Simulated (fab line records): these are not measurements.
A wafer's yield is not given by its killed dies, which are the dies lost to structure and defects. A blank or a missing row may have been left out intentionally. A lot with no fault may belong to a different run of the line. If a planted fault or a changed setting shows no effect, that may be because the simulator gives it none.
Chamber matching -- flow nandHarc -- 4 sister chambers for NHARC_A_BLC_STRIP_21 on rieDiel-03
The step strips in O2. 4 wafers are shown with their chamber, then 12 later ones without.

## EACH WAFER AND ITS CHAMBER
wafer,chamber,showerheadPlenumPTorr (Torr)
L084.3,1,3.41
L089.6,0,3.72
L088.4,2,3.58
L088.5,3,3.38

## WAFERS MISSING THEIR CHAMBER
wafer,showerheadPlenumPTorr (Torr)
L090.1,3.58
L090.3,3.37
L090.6,3.72
L095.1,3.72
L095.2,3.41
L095.5,3.72
L094.1,3.41
L094.3,3.57
L094.6,3.72
L097.2,3.41
L097.3,3.37
L097.4,3.72

## EACH ONE'S CHAMBER
wafer,from the rows above,in truth
L090.1,2,2
L090.3,3,3
L090.6,0,0
L095.1,0,0
L095.2,1,1
L095.5,0,0
L094.1,1,1
L094.3,2,2
L094.6,0,0
L097.2,1,1
L097.3,3,3
L097.4,0,0
Correct placement for 12 of the 12. Left unplaced by these rows: 0. Number placed wrongly: 0.
How it was worked out, from the rows above alone: a wafer's distance from a chamber is the root of the sum, over the readings, of the square of ((its reading less the chamber's mean) divided by the reading's scatter). If the next closest chamber is less than 2 further off than the closest, the wafer can't be placed; otherwise it belongs to the closest. For every chamber, the mean is computed from those of its wafers that are shown. The scatter: root of mean squared gap, hidden wafer to nearest shown wafer, with one shown wafer a chamber.
